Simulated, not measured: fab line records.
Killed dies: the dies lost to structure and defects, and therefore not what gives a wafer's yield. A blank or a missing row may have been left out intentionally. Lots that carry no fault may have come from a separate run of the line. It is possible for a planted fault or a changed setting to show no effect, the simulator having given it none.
A struck lot beside a sound one | flow n5 finfet | 16 steps out of a route of 1938
Sound: wafers L373.1, L373.5, L373.6. Wafers L365.2, L365.6 were the ones struck. The cause comes at the end.
Per side, at each step with rows, come the tool, then ch with its chambers, and then its first start. Under that, the readings that differ: sound wafers | struck wafers | difference of the means | sigmas: that difference in standard deviations of wafers without a fault.
alike: readings with means less than 2 such deviations apart, plus words and numbers identical on both sides. not compared: withheld readings, readings lacking a value on some wafer, bounds such as >300 that could conceal the same value, and numbers that have no deviation in the record and whose values overlap.
Wherever a step has rows on one side only, a row that says differs or no value, or a row with sigmas, the two part there. Numbers that don't overlap but have no deviation are shown without sigmas and don't part them. A reading that every wafer of one side lacks parts them only if that side has two wafers or more.

first, 5 steps without rows for these wafers: N5_BEOL_M0_CUTY_EBR_52; N5_BEOL_M0_CUTY_SOFTBAKE_53 (time 60 s); N5_BEOL_M0_CUTY_EXPOSE_54 (exposes mask M0 ABLK); N5_BEOL_M0_CUTY_PEB_55 (peb time 60 s); N5_BEOL_M0_CUTY_DEVELOP_56 (develop time 30 s).
N5_BEOL_M0_CUTY_CD_MEAS_57: the cd target is 200 nm.
  sound on cd sem-01 ch 0, day 11 11:49; struck on cd sem-02 ch 0, day 8 19:49
  alike: cd nm
N5_BEOL_M0_CUTY_OVL_MEAS_58:
  sound on overlay-01 ch 0, day 11 11:50; struck on overlay-01 ch 0, day 8 19:51
  alike: M0_ABLK_OVL
N5_BEOL_M0_CUTY_INSPECT_59: inspects for defects (macro).
  sound on defect inspect-01, day 11 11:52; struck on defect inspect-01, day 8 19:52
  alike: raw defect count
N5_BEOL_M0_CUTY_DESCUM_61: chemistry O2, time 7.9 s.
  sound on rie diel-06 ch 0,3, day 11 11:54; struck on rie diel-06 ch 1,3, day 8 19:55
  alike: drypump motor current A, oes product au, rf vpp V, showerhead plenum p Torr, temp c, throttle valve pct
  not compared: rf hours counter h
N5_BEOL_M0_CUTY_ETCH_62: etches SiARC in CF4, time 58.5 s.
  sound on rie diel-06 ch 0,3, day 11 11:56; struck on rie diel-06 ch 1,3, day 8 19:56
  alike: drypump motor current A, etch rf on time s, oes product au, rf vpp V, showerhead plenum p Torr, throttle valve pct
  not compared: rf hours counter h
N5_BEOL_M0_CUTY_ETCH_63: etches SOC in N2/H2, target depth 82.7 nm, overetch 16.5 nm, time 124 s.
  sound on rie diel-06 ch 0,3, day 11 11:59; struck on rie diel-06 ch 1,3, day 8 19:59
  alike: drypump motor current A, oes product au, rf vpp V, showerhead plenum p Torr, temp c, throttle valve pct
  not compared: rf hours counter h
then, 1 step without rows for these wafers: N5_BEOL_M0_CUTY_STRIP_64 (strips in N2/H2).
N5_BEOL_M0_ETCH_138: etches SiCN in CH3F/O2, target depth 12 nm, time 31.6 s.
  sound on rie diel-06 ch 0,3, day 11 12:06; struck on rie diel-06 ch 1,3, day 8 20:07
  reading               | sound          | struck    | difference | sigmas
  etch rf on time s (s) | 28.6 29.6 30.2 | 36.1 36.4 | +6.8       | +8
  oes product au (a.u.) | 0.72 0.72 0.66 | 0.60 0.56 | -0.12      | -2
  alike: CH3F_flow_sccm, drypump motor current A, rf vpp V, showerhead plenum p Torr, throttle valve pct
  not compared: rf hours counter h
N5_BEOL_M0_HM_OPEN_105: chemistry Cl2/BCl3, target TiN, target depth 12 nm.
  sound on rie metal-01 ch 0, day 11 12:22; struck on rie metal-02 ch 1, day 8 20:31
  alike: drypump motor current A, he backside leak sccm, oes product au, throttle valve pct
  not compared: rf hours counter h
-- a jump in the record: the struck wafers' starts before and after are 2 days apart (it breaks off in module BEOL_M0 and resumes in module BEOL_M4, where the first step shown is number 1111 of the route) --
N5_BEOL_M4_RC_MEAS_101:
  sound on prober-02 ch 0, day 13 23:53; struck on prober-01 ch 0, day 11 06:40
  alike: DIBL_N, DIBL_P, IOFF_N, IOFF_P, ION_N, ION_P, SS_N, SS_P, VT_N, VT_P
-- the record jumps here: 5 days lie between the struck wafers' starts before and after (it left off in module BEOL_M4 and takes up again in module PASSIVATION, whose first step shown is number 1936 of the route) --
N5_PASSIVATION_PROBE_49:
  sound on prober-01, day 18 13:55; struck on prober-01, day 15 22:09
  alike: defect limited yield, killed_at_M0_to_M3, killed_at_M4_up, killed at contacts, killed at front end, killed at other, killed dies, killed on rim, killed open, killed short, sort_bin_5_function, sort_bin_6_memory, sort_bin_8_speed, sort n pass, sort yield pct

== WHERE THEY PART ==
At N5_BEOL_M0_ETCH_138 and nowhere else, as far as this record goes. Later steps at which nothing parts them and some readings are alike: N5_BEOL_M0_HM_OPEN_105, N5_BEOL_M4_RC_MEAS_101, N5_PASSIVATION_PROBE_49.

WHY: the cause the simulator had injected
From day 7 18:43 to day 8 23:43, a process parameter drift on rie diel-06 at N5_BEOL_M0_ETCH_138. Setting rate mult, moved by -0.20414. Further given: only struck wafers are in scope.
